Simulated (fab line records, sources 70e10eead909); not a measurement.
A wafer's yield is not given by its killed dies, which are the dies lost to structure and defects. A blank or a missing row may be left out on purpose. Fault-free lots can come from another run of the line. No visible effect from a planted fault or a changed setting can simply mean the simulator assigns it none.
Which of the tools did it? | flow nand harc | 24 lots, 72 wafers sampled, at 1 step of a route of 1159

== WHAT THE GAUGES SHOWED, per wafer ==
NHARC_A_BLC_INSPECT_28. Usual: raw defect count reads 402 (standard deviation 120).
lot  | measured     | on                | raw defect count | flag
L074 | day 17 08:17 | defect inspect-02 | 350 445 337      |
L077 | day 17 18:11 | defect inspect-02 | 305 360 305      |
L075 | day 17 19:24 | defect inspect-02 | 274 345 396      |
L079 | day 17 20:54 | defect inspect-02 | 316 332 356      |
L078 | day 18 00:08 | defect inspect-02 | 354 278 326      |
L076 | day 18 01:39 | defect inspect-02 | 401 444 675      |
L080 | day 19 00:22 | defect inspect-02 | 788 680 579      |
L082 | day 19 10:05 | defect inspect-02 | 474 411 390      |
L081 | day 19 13:05 | defect inspect-02 | 285 403 328      |
L083 | day 19 23:13 | defect inspect-01 | 278 429 325      |
L086 | day 20 06:13 | defect inspect-01 | 305 251 410      |
L084 | day 20 09:28 | defect inspect-02 | 302 280 258      |
L085 | day 20 09:31 | defect inspect-01 | 467 356 306      |
L089 | day 21 11:40 | defect inspect-01 | 291 429 464      |
L087 | day 21 12:07 | defect inspect-02 | 705 318 374      |
L091 | day 21 13:32 | defect inspect-02 | 375 354 616      |
L090 | day 21 18:18 | defect inspect-02 | 395 422 291      |
L088 | day 21 18:44 | defect inspect-01 | 358 290 556      |
L095 | day 22 04:06 | defect inspect-01 | 437 573 599      |
L093 | day 22 04:32 | defect inspect-02 | 556 444 606      |
L094 | day 22 04:58 | defect inspect-01 | 334 456 279      |
L092 | day 22 15:51 | defect inspect-02 | 368 626 390      |
L097 | day 22 21:19 | defect inspect-02 | 292 260 322      |
L096 | day 23 06:52 | defect inspect-01 | 401 485 551      |

== WHICH TOOL RAN EACH LOT (tool, then ch and the chambers of the sampled wafers, then the start) ==
The record holds no process step before these readings.

== AS READ BY THE TOOLS THEMSELVES (means over the sampled wafers that have a number; for cases with no such wafer, the mark the record gives instead) ==
The record holds no such reading with a usual standard deviation.

== THE ANSWER, worked out from the rows above alone ==
Rule: a lot is off if the mean of its wafers that have a number lies more than 3 standard deviations from the usual mean. A lot without any number at a reading at which 4 lots or more have one is off too. The other lots that the step has rows for count as sound. First the gauges in route order, then the tools' own readings, where a lot's mean is used as printed above. The first step at which some lot is off is used, and at that step the reading that is off furthest; a lot without a number counts as furthest.
Across all readings shown, no lot is off: no conclusion can be drawn from this.

== WHAT THE SIMULATOR PUT IN ==
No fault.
